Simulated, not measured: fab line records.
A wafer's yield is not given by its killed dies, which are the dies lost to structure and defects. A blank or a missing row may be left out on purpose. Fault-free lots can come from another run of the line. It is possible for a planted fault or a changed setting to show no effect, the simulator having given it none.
A struck lot beside a sound one -- flow n5_finfet -- 15 steps out of a route of 1938
Sound: wafers L289.1, L289.4, L289.6. Struck: wafers L296.4, L296.5. (L296.3 of the same lot was not struck and is left out.) The cause comes at the end.
Order at every step that has rows: each side's tool, ch and its chambers, its first start. Under that, the readings that differ: sound wafers -- struck wafers -- difference of the means -- sigmas: that difference in standard deviations of wafers without a fault.
alike: words and numbers the same on both sides, and readings whose means are apart by under 2 such deviations; not compared: readings that were withheld, readings missing a value for some wafer, numbers with overlapping values and no deviation given by the record, and bounds like >300 which may hide the same value.
A row with sigmas, a row that says differs or no value, or rows on one side alone: a step with any of these is where the two part. Non-overlapping numbers with no deviation appear without sigmas and do not part them. A reading missing from all wafers of one side parts the sides only when that side holds two or more wafers.

first, 8 steps without rows for these wafers: N5_MOL_CONTACT_COAG_COAT_63 (time 60 s, resist thk 10 nm); N5_MOL_CONTACT_COAG_COAT_64 (time 60 s, resist thk 10 nm); N5_MOL_CONTACT_COAG_COAT_34 (resist thk 40 nm); N5_MOL_CONTACT_COAG_EBR_36; N5_MOL_CONTACT_COAG_SOFTBAKE_35 (time 60 s); N5_MOL_CONTACT_COAG_EXPOSE_37 (exposes mask VD, defocus 0 nm); N5_MOL_CONTACT_COAG_PEB_38 (peb time 60 s); N5_MOL_CONTACT_COAG_DEVELOP_39 (develop time 30 s).
N5_MOL_CONTACT_COAG_CD_MEAS_40: the cd target is 25.1 nm.
  sound on cd_sem-01 ch 0, day 5 13:18; struck on cd_sem-02 ch 0, day 7 09:43
  alike: cd_nm
N5_MOL_CONTACT_COAG_OVL_MEAS_41:
  sound on overlay-02 ch 0, day 5 13:20; struck on overlay-02 ch 0, day 7 09:46
  alike: VD_OVL
N5_MOL_CONTACT_COAG_INSPECT_42: inspects for defects (brightfield).
  sound on defect_inspect-01, day 5 13:23; struck on defect_inspect-01, day 7 09:49
  alike: raw_defect_count
N5_MOL_CONTACT_COAG_DESCUM_45: chemistry O2, time 7 s.
  sound on rie_diel-02 ch 0,1,3, day 5 13:29; struck on rie_diel-02 ch 1,3, day 7 09:51
  alike: drypump_motor_current_A, oes_product_au, rf_vpp_V, showerhead_plenum_p_Torr, throttle_valve_pct
  not compared: rf_hours_counter_h
N5_MOL_CONTACT_COAG_ETCH_65: etches underlayer in N2/H2, target depth 13 nm, time 10.4 s.
  sound on rie_diel-02 ch 0,1,3, day 5 13:31; struck on rie_diel-02 ch 1,3, day 7 09:53
reading,sound,struck,difference,sigmas
etch_rf_on_time_s (s),10.67 10.25 10.57,13.38 12.68,+2.53,+12
  alike: drypump_motor_current_A, oes_product_au, rf_vpp_V, showerhead_plenum_p_Torr, throttle_valve_pct
  not compared: rf_hours_counter_h
N5_MOL_CONTACT_COAG_ETCH_66: etches SiARC in CF4, target depth 13 nm, time 21.7 s.
  sound on rie_diel-02 ch 0,1,3, day 5 13:32; struck on rie_diel-02 ch 1,3, day 7 09:54
  alike: drypump_motor_current_A, etch_rf_on_time_s, oes_product_au, rf_vpp_V, showerhead_plenum_p_Torr, throttle_valve_pct
  not compared: rf_hours_counter_h
-- record jumps: 4 days separate the struck wafers' starts on either side; left off in module MOL_CONTACT_COAG, taken up again in module BEOL_M4, whose first shown step is the route's number 1111 --
N5_BEOL_M4_RC_MEAS_101:
  sound on prober-02 ch 0, day 9 11:40; struck on prober-01 ch 0, day 11 06:15
  alike: DIBL_N, DIBL_P, IOFF_N, IOFF_P, ION_N, ION_P, SS_N, SS_P, VT_N, VT_P

== WHERE THEY PART ==
Only at N5_MOL_CONTACT_COAG_ETCH_65, within this record. Later steps at which nothing parts them and some readings are alike: N5_MOL_CONTACT_COAG_ETCH_66, N5_BEOL_M4_RC_MEAS_101.

WHY: what the simulator had put in
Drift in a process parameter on rie_diel-02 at N5_MOL_CONTACT_COAG_ETCH_65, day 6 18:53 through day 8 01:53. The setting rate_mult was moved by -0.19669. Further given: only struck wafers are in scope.
